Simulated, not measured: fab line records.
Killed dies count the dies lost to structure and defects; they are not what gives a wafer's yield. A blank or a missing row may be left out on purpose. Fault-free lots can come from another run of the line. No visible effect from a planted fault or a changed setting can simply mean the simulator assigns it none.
Which tool is to blame?	flow nandHarc	23 lots with 69 wafers sampled at 6 steps, on a route of 1302 steps

== WHAT EACH GAUGE READ, for each wafer ==
No reading from a measuring or inspecting step in the record can be judged against a usual standard deviation.

== TOOL THAT RAN EACH LOT (tool first, then ch and the chambers of the sampled wafers, then the start) ==
lot	NHARC_P_GATE_ETCHBACK_37	NHARC_P_GATE_STRIP_95	NHARC_P_GATE_RTA_64	NHARC_P_CONTACT_PVD_32	NHARC_P_M0_DESCUM_14	NHARC_P_M0_ETCH_34
L074	rieDiel-01 ch 1,2,3, day 5 15:08 or earlier	plasmaAsher-01 ch 0,1, day 5 15:08	rtpAnneal-02 ch 0, day 5 15:44	pvdSputter-03, day 5 22:49 or earlier	rieDiel-02 ch 0,1,2, day 5 22:49	rieDiel-02 ch 2,3, day 5 22:54
L075	rieDiel-01 ch 0,1, day 6 04:29 or earlier	plasmaAsher-02 ch 1, day 6 04:29	rtpAnneal-02 ch 0, day 6 05:04	pvdSputter-02, day 6 12:20 or earlier	rieDiel-02 ch 0,1,2, day 6 12:20	rieDiel-02 ch 0,2, day 6 12:25
L076	rieDiel-08 ch 0,1,3, day 6 15:28 or earlier	plasmaAsher-01 ch 0,1, day 6 15:28	rtpAnneal-02 ch 0, day 6 16:01	pvdSputter-02, day 6 23:26 or earlier	rieDiel-02 ch 0,1,3, day 6 23:26	rieDiel-02 ch 0,2,3, day 6 23:31
L077	rieDiel-03 ch 0,2, day 6 23:43 or earlier	plasmaAsher-02 ch 1, day 6 23:43	rtpAnneal-01 ch 0, day 7 00:19	pvdSputter-03, day 7 07:36 or earlier	rieDiel-02 ch 0,1, day 7 07:36	rieDiel-02 ch 0,3, day 7 07:41
L078	rieDiel-03 ch 1,2,3, day 7 13:46 or earlier	plasmaAsher-02 ch 0,1, day 7 13:46	rtpAnneal-01 ch 0, day 7 14:21	pvdSputter-02, day 7 21:25 or earlier	rieDiel-02 ch 0,3, day 7 21:25	rieDiel-02 ch 0,1,3, day 7 21:31
L079	rieDiel-08 ch 0,2,3, day 8 02:16 or earlier	plasmaAsher-02 ch 0,1, day 8 02:16	rtpAnneal-02 ch 0, day 8 02:55	pvdSputter-02, day 8 10:31 or earlier	rieDiel-11 ch 0,1,3, day 8 10:31	rieDiel-11 ch 1,3, day 8 10:35
L080	rieDiel-08 ch 0,2, day 8 06:50 or earlier	plasmaAsher-02 ch 0,1, day 8 06:50	rtpAnneal-01 ch 0, day 8 07:29	pvdSputter-01, day 8 14:55 or earlier	rieDiel-02 ch 0,1,3, day 8 14:55	rieDiel-02 ch 1,2, day 8 14:59
L081	rieDiel-03 ch 0,3, day 8 16:47 or earlier	plasmaAsher-02 ch 0,1, day 8 16:47	rtpAnneal-02 ch 0, day 8 17:21	pvdSputter-02, day 9 00:38 or earlier	rieDiel-02 ch 1,2, day 9 00:38	rieDiel-02 ch 0,1,2, day 9 00:44
L082	rieDiel-03 ch 1,2, day 9 08:37 or earlier	plasmaAsher-02 ch 0,1, day 9 08:37	rtpAnneal-02 ch 0, day 9 09:11	pvdSputter-02, day 9 16:10 or earlier	rieDiel-04 ch 1,2, day 9 16:10	rieDiel-04 ch 0,1,3, day 9 16:16
L083	rieDiel-03 ch 0,1, day 9 18:32 or earlier	plasmaAsher-01 ch 0,1, day 9 18:32	rtpAnneal-02 ch 0, day 9 19:05	pvdSputter-02, day 10 02:16 or earlier	rieDiel-04 ch 0,2,3, day 10 02:16	rieDiel-04 ch 2,3, day 10 02:23
L085	rieDiel-08 ch 1,3, day 10 08:26 or earlier	plasmaAsher-02 ch 1, day 10 08:26	rtpAnneal-01 ch 0, day 10 09:02	pvdSputter-03, day 10 16:14 or earlier	rieDiel-02 ch 0,2, day 10 16:14	rieDiel-02 ch 1,2,3, day 10 16:19
L084	rieDiel-08 ch 1,2,3, day 10 10:49 or earlier	plasmaAsher-02 ch 0,1, day 10 10:49	rtpAnneal-02 ch 0, day 10 11:26	pvdSputter-03, day 10 18:30 or earlier	rieDiel-02 ch 0,3, day 10 18:30	rieDiel-02 ch 0,2,3, day 10 18:37
L086	rieDiel-01 ch 1,2,3, day 10 19:34 or earlier	plasmaAsher-02 ch 0,1, day 10 19:34	rtpAnneal-01 ch 0, day 10 20:09	pvdSputter-01, day 11 03:22 or earlier	rieDiel-02 ch 1,3, day 11 03:22	rieDiel-02 ch 0,1,3, day 11 03:28
L087	rieDiel-03 ch 0,1,3, day 11 02:11 or earlier	plasmaAsher-02 ch 0,1, day 11 02:11	rtpAnneal-01 ch 0, day 11 02:47	pvdSputter-02, day 11 09:52 or earlier	rieDiel-02 ch 0,1, day 11 09:52	rieDiel-02 ch 1,3, day 11 10:28
L088	rieDiel-01 ch 0,3, day 11 18:58 or earlier	plasmaAsher-02 ch 0,1, day 11 18:58	rtpAnneal-02 ch 0, day 11 19:34	pvdSputter-02, day 12 02:50 or earlier	rieDiel-11 ch 0,3, day 12 02:50	rieDiel-11 ch 1,2, day 12 02:55
L090	rieDiel-01 ch 0,1, day 12 12:20 or earlier	plasmaAsher-02 ch 0,1, day 12 12:20	rtpAnneal-02 ch 0, day 12 13:04	pvdSputter-01, day 12 20:22 or earlier	rieDiel-11 ch 0,3, day 12 20:22	rieDiel-11 ch 1,3, day 12 20:28
L091	rieDiel-08 ch 1,2,3, day 12 23:48 or earlier	plasmaAsher-02 ch 0,1, day 12 23:48	rtpAnneal-02 ch 0, day 13 00:23	pvdSputter-01, day 13 07:45 or earlier	rieDiel-04 ch 1,2, day 13 07:45	rieDiel-04 ch 1,2, day 13 07:53
L092	rieDiel-08 ch 0,2,3, day 13 04:40 or earlier	plasmaAsher-01 ch 0,1, day 13 04:40	rtpAnneal-02 ch 0, day 13 05:13	pvdSputter-03, day 13 12:38 or earlier	rieDiel-02 ch 0,3, day 13 12:38	rieDiel-02 ch 0,3, day 13 12:44
L093	rieDiel-01 ch 0,1,2, day 13 15:38 or earlier	plasmaAsher-01 ch 0,1, day 13 15:38	rtpAnneal-01 ch 0, day 13 16:16	pvdSputter-02, day 13 23:25 or earlier	rieDiel-02 ch 0,1,2, day 13 23:25	rieDiel-02 ch 0,2,3, day 13 23:31
L095	rieDiel-08 ch 0,2,3, day 14 09:34 or earlier	plasmaAsher-02 ch 0,1, day 14 09:34	rtpAnneal-02 ch 0, day 14 10:07	pvdSputter-01, day 14 17:43 or earlier	rieDiel-02 ch 0,1,3, day 14 17:43	rieDiel-02 ch 1,2,3, day 14 18:05
L094	rieDiel-01 ch 1,3, day 14 10:44 or earlier	plasmaAsher-01 ch 0,1, day 14 10:44	rtpAnneal-02 ch 0, day 14 11:18	pvdSputter-02, day 14 21:46 or earlier	rieDiel-02 ch 1,2, day 14 21:46	rieDiel-02 ch 0,1,3, day 14 21:50
L096	rieDiel-03 ch 0,2,3, day 15 00:49 or earlier	plasmaAsher-02 ch 0,1, day 15 00:49	rtpAnneal-01 ch 0, day 15 01:22	pvdSputter-01, day 15 08:38 or earlier	rieDiel-02 ch 1,2,3, day 15 08:38	rieDiel-02 ch 0,1,3, day 15 08:44
L097	rieDiel-01 ch 1,2,3, day 15 16:52 or earlier	plasmaAsher-01 ch 0,1, day 15 16:52	rtpAnneal-01 ch 0, day 15 17:28	pvdSputter-01, day 16 00:35 or earlier	rieDiel-02 ch 1,2, day 16 00:35	rieDiel-02 ch 0,1, day 16 00:47
- NHARC_P_GATE_ETCHBACK_37: etches the open film in CHF3/O2, target depth 34.5 nm, time 17.2 s.
- NHARC_P_GATE_STRIP_95: strips in O2.
- NHARC_P_GATE_RTA_64: time 1 s.
- NHARC_P_CONTACT_PVD_32: deposits Ti, target thk 5 nm, time 17.7 s.
- NHARC_P_M0_DESCUM_14: chemistry O2, time 3 s.
- NHARC_P_M0_ETCH_34: etches the open film in N2/H2, target depth 40 nm, overetch 12 nm, time 43.94 s.

== WHAT THE TOOLS THEMSELVES READ (means of the sampled wafers that have a number; where no wafer has one, the mark that the record gives instead) ==
NHARC_P_GATE_ETCHBACK_37. Usual: biasW 200.0 W, standard deviation 0.61; drypumpMotorCurrentA 5.6 A, standard deviation 0.34; oesProductAu 0.945 a.u., standard deviation 0.025; rfVppV 371.1 V, standard deviation 2.1; showerheadPlenumPTorr 2.43 Torr, standard deviation 0.096; throttleValvePct 20.571 %, standard deviation 0.0083.
lot	tool	biasW (W)	drypumpMotorCurrentA (A)	oesProductAu (a.u.)	rfVppV (V)	showerheadPlenumPTorr (Torr)	throttleValvePct (%)	flag
L074	rieDiel-01	199.8	5.6	0.939	370.9	2.42	20.565	
L075	rieDiel-01	200.1	5.1	0.986	370.8	2.44	20.568	
L076	rieDiel-08	199.8	5.6	0.941	369.5	2.38	20.573	
L077	rieDiel-03	199.4	5.7	0.927	370.4	2.41	20.565	
L078	rieDiel-03	199.9	5.9	0.919	371.7	2.49	20.578	
L079	rieDiel-08	200.4	5.6	0.940	370.8	2.43	20.586	
L080	rieDiel-08	200.1	5.4	0.924	370.2	2.41	20.567	
L081	rieDiel-03	200.8	5.5	0.925	369.9	2.35	20.571	
L082	rieDiel-03	199.8	6.0	0.921	373.5	2.56	20.576	
L083	rieDiel-03	199.9	5.7	0.983	370.2	2.39	20.572	
L085	rieDiel-08	200.1	5.4	0.958	370.8	2.40	20.565	
L084	rieDiel-08	200.2	5.5	0.950	371.9	2.45	20.573	
L086	rieDiel-01	200.6	5.6	0.953	370.5	2.42	20.565	
L087	rieDiel-03	200.1	5.7	0.918	370.8	2.41	20.570	
L088	rieDiel-01	200.0	5.4	0.947	370.1	2.41	20.563	
L090	rieDiel-01	200.3	5.2	0.935	371.3	2.40	20.572	
L091	rieDiel-08	200.6	5.5	0.989	371.7	2.45	20.569	
L092	rieDiel-08	199.7	5.6	0.920	370.9	2.42	20.568	
L093	rieDiel-01	200.4	5.4	0.943	371.8	2.45	20.576	
L095	rieDiel-08	200.1	5.6	0.937	370.7	2.42	20.563	
L094	rieDiel-01	199.8	5.5	0.929	370.3	2.38	20.570	
L096	rieDiel-03	199.7	5.7	0.939	371.7	2.43	20.563	
L097	rieDiel-01	199.6	5.6	1.003	370.8	2.42	20.576	

NHARC_P_GATE_STRIP_95. Usual: drypumpMotorCurrentA 5.7 A, standard deviation 0.35; heaterPowerW 343 W, standard deviation 34.
lot	tool	drypumpMotorCurrentA (A)	heaterPowerW (W)	flag
L074	plasmaAsher-01	5.6	300	
L075	plasmaAsher-02	5.3	375	
L076	plasmaAsher-01	5.6	302	
L077	plasmaAsher-02	5.3	383	
L078	plasmaAsher-02	5.5	374	
L079	plasmaAsher-02	5.7	359	
L080	plasmaAsher-02	5.5	373	
L081	plasmaAsher-02	5.7	356	
L082	plasmaAsher-02	5.7	353	
L083	plasmaAsher-01	5.6	300	
L085	plasmaAsher-02	5.3	379	
L084	plasmaAsher-02	5.7	354	
L086	plasmaAsher-02	5.6	367	
L087	plasmaAsher-02	5.5	372	
L088	plasmaAsher-02	5.7	357	
L090	plasmaAsher-02	5.5	370	
L091	plasmaAsher-02	5.7	356	
L092	plasmaAsher-01	5.6	300	
L093	plasmaAsher-01	6.0	303	
L095	plasmaAsher-02	5.5	370	
L094	plasmaAsher-01	5.6	295	
L096	plasmaAsher-02	5.5	373	
L097	plasmaAsher-01	5.6	299	

NHARC_P_GATE_RTA_64. Usual: lampPowerPct 38 %, standard deviation 4.1; lamp_zone_1_pct 38 %, standard deviation 4.1; lamp_zone_5_pct 38 %, standard deviation 4.1; wafer_temp_C_max 1056.3, standard deviation 1.4.
lot	tool	lampPowerPct (%)	lamp_zone_1_pct (%)	lamp_zone_5_pct (%)	wafer_temp_C_max	flag
L074	rtpAnneal-02	41	41	41	1055.6	
L075	rtpAnneal-02	41	41	41	1058.1	
L076	rtpAnneal-02	41	41	41	1056.6	
L077	rtpAnneal-01	33	33	33	1056.2	
L078	rtpAnneal-01	33	33	33	1055.8	
L079	rtpAnneal-02	41	41	41	1056.1	
L080	rtpAnneal-01	33	33	33	1056.7	
L081	rtpAnneal-02	41	41	41	1055.7	
L082	rtpAnneal-02	41	41	41	1056.3	
L083	rtpAnneal-02	41	41	41	1057.0	
L085	rtpAnneal-01	33	33	33	1055.8	
L084	rtpAnneal-02	41	41	41	1057.4	
L086	rtpAnneal-01	33	33	33	1055.4	
L087	rtpAnneal-01	33	33	33	1055.3	
L088	rtpAnneal-02	41	41	41	1056.3	
L090	rtpAnneal-02	41	41	41	1058.2	
L091	rtpAnneal-02	41	41	41	1057.6	
L092	rtpAnneal-02	41	41	41	1056.3	
L093	rtpAnneal-01	33	33	33	1055.4	
L095	rtpAnneal-02	41	41	41	1056.5	
L094	rtpAnneal-02	41	41	41	1056.3	
L096	rtpAnneal-01	33	33	33	1054.6	
L097	rtpAnneal-01	33	33	33	1055.5	

NHARC_P_CONTACT_PVD_32. Usual: 29.9 % for throttleValvePct, sd 1.
lot	tool	throttleValvePct (%)	flag
L074	pvdSputter-03	29.0	
L075	pvdSputter-02	30.6	
L076	pvdSputter-02	30.1	
L077	pvdSputter-03	29.0	
L078	pvdSputter-02	30.5	
L079	pvdSputter-02	29.8	
L080	pvdSputter-01	28.8	
L081	pvdSputter-02	30.1	
L082	pvdSputter-02	30.2	
L083	pvdSputter-02	29.8	
L085	pvdSputter-03	31.0	
L084	pvdSputter-03	29.2	
L086	pvdSputter-01	30.0	
L087	pvdSputter-02	30.2	
L088	pvdSputter-02	29.6	
L090	pvdSputter-01	29.6	
L091	pvdSputter-01	28.7	
L092	pvdSputter-03	30.4	
L093	pvdSputter-02	30.4	
L095	pvdSputter-01	29.0	
L094	pvdSputter-02	29.2	
L096	pvdSputter-01	28.9	
L097	pvdSputter-01	29.8	

NHARC_P_M0_DESCUM_14. Usual: drypumpMotorCurrentA 5.5 A, standard deviation 0.4; oesProductAu 0.999 a.u., standard deviation 0.011; rfVppV 57.9 V, standard deviation 0.91; showerheadPlenumPTorr 1.94 Torr, standard deviation 0.096; throttleValvePct 11.310 %, standard deviation 0.01.
lot	tool	drypumpMotorCurrentA (A)	oesProductAu (a.u.)	rfVppV (V)	showerheadPlenumPTorr (Torr)	throttleValvePct (%)	flag
L074	rieDiel-02	5.3	0.993	58.6	1.93	11.323	
L075	rieDiel-02	5.3	1.011	58.3	1.93	11.308	
L076	rieDiel-02	5.6	1.006	57.9	2.00	11.309	
L077	rieDiel-02	5.5	1.000	58.7	2.00	11.316	
L078	rieDiel-02	5.8	0.994	58.2	2.00	11.310	
L079	rieDiel-11	5.5	0.987	58.2	1.91	11.313	
L080	rieDiel-02	5.6	0.994	57.5	2.00	11.301	
L081	rieDiel-02	5.2	1.011	58.2	1.86	11.313	
L082	rieDiel-04	5.2	0.987	56.9	1.86	11.311	
L083	rieDiel-04	5.6	0.990	57.6	1.86	11.314	
L085	rieDiel-02	5.4	0.998	57.6	1.86	11.304	
L084	rieDiel-02	5.9	1.000	58.4	2.01	11.316	
L086	rieDiel-02	5.7	0.994	57.8	2.00	11.306	
L087	rieDiel-02	5.2	1.004	57.2	1.99	11.314	
L088	rieDiel-11	5.4	1.015	58.4	1.97	11.316	
L090	rieDiel-11	5.5	1.016	57.4	1.87	11.310	
L091	rieDiel-04	5.2	0.998	57.7	1.85	11.309	
L092	rieDiel-02	5.8	0.997	58.4	1.99	11.320	
L093	rieDiel-02	5.3	1.000	56.4	1.92	11.312	
L095	rieDiel-02	5.6	0.997	58.5	1.99	11.317	
L094	rieDiel-02	5.1	1.007	57.9	1.92	11.316	
L096	rieDiel-02	5.5	1.000	57.3	1.92	11.310	
L097	rieDiel-02	5.2	1.005	57.7	1.85	11.314	

NHARC_P_M0_ETCH_34. Usual: biasW 149.9 W, standard deviation 0.43; drypumpMotorCurrentA 5.5 A, standard deviation 0.41; oesProductAu 1.000 a.u., standard deviation 0.011; rfVppV 431.4 V, standard deviation 2.9; showerheadPlenumPTorr 2.07 Torr, standard deviation 0.1; throttleValvePct 14.171 %, standard deviation 0.0091.
lot	tool	biasW (W)	drypumpMotorCurrentA (A)	oesProductAu (a.u.)	rfVppV (V)	showerheadPlenumPTorr (Torr)	throttleValvePct (%)	flag
L074	rieDiel-02	149.6	5.8	0.999	430.2	2.07	14.165	
L075	rieDiel-02	149.9	5.4	1.002	429.0	1.99	14.167	
L076	rieDiel-02	149.7	5.7	1.003	431.4	2.07	14.176	
L077	rieDiel-02	149.5	6.0	0.995	433.9	2.15	14.176	
L078	rieDiel-02	149.7	5.6	1.004	432.7	2.14	14.175	
L079	rieDiel-11	150.1	5.5	0.996	431.6	2.06	14.163	
L080	rieDiel-02	149.8	5.2	1.008	429.1	1.98	14.169	
L081	rieDiel-02	149.6	5.3	1.010	431.3	2.06	14.164	
L082	rieDiel-04	150.1	5.5	0.987	430.9	2.05	14.164	
L083	rieDiel-04	149.9	5.2	0.991	427.8	1.93	14.178	
L085	rieDiel-02	149.8	5.5	1.000	431.4	2.06	14.177	
L084	rieDiel-02	150.1	5.7	0.998	430.8	2.06	14.164	
L086	rieDiel-02	149.7	5.6	1.000	433.2	2.13	14.171	
L087	rieDiel-02	149.8	5.7	1.001	433.6	2.13	14.176	
L088	rieDiel-11	150.2	5.7	0.988	429.7	2.05	14.170	
L090	rieDiel-11	149.9	5.4	0.997	433.5	2.13	14.165	
L091	rieDiel-04	150.0	5.1	1.005	429.3	2.05	14.176	
L092	rieDiel-02	150.0	5.9	0.997	433.9	2.14	14.172	
L093	rieDiel-02	149.6	5.7	1.000	431.4	2.05	14.171	
L095	rieDiel-02	149.9	5.5	1.007	430.6	2.05	14.164	
L094	rieDiel-02	150.2	5.6	1.005	432.2	2.13	14.171	
L096	rieDiel-02	149.9	5.6	0.999	432.6	2.12	14.176	
L097	rieDiel-02	150.1	5.5	0.994	433.7	2.12	14.167	

== THE ANSWER, worked out from the rows above alone ==
Rule: a lot is off if the mean of its wafers that have a number lies more than 3 standard deviations from the usual mean. Also off: a lot with no number at a reading for which 4 or more lots have one. The other lots that the step has rows for count as sound. First the gauges in route order, then the tools' own readings, where a lot's mean is used as printed above. The first step at which some lot is off is used, and at that step the reading that is off furthest; a lot without a number counts as furthest.
None of the lots is off at any reading shown; this tells nothing.

== WHAT THE SIMULATOR HAD PUT IN ==
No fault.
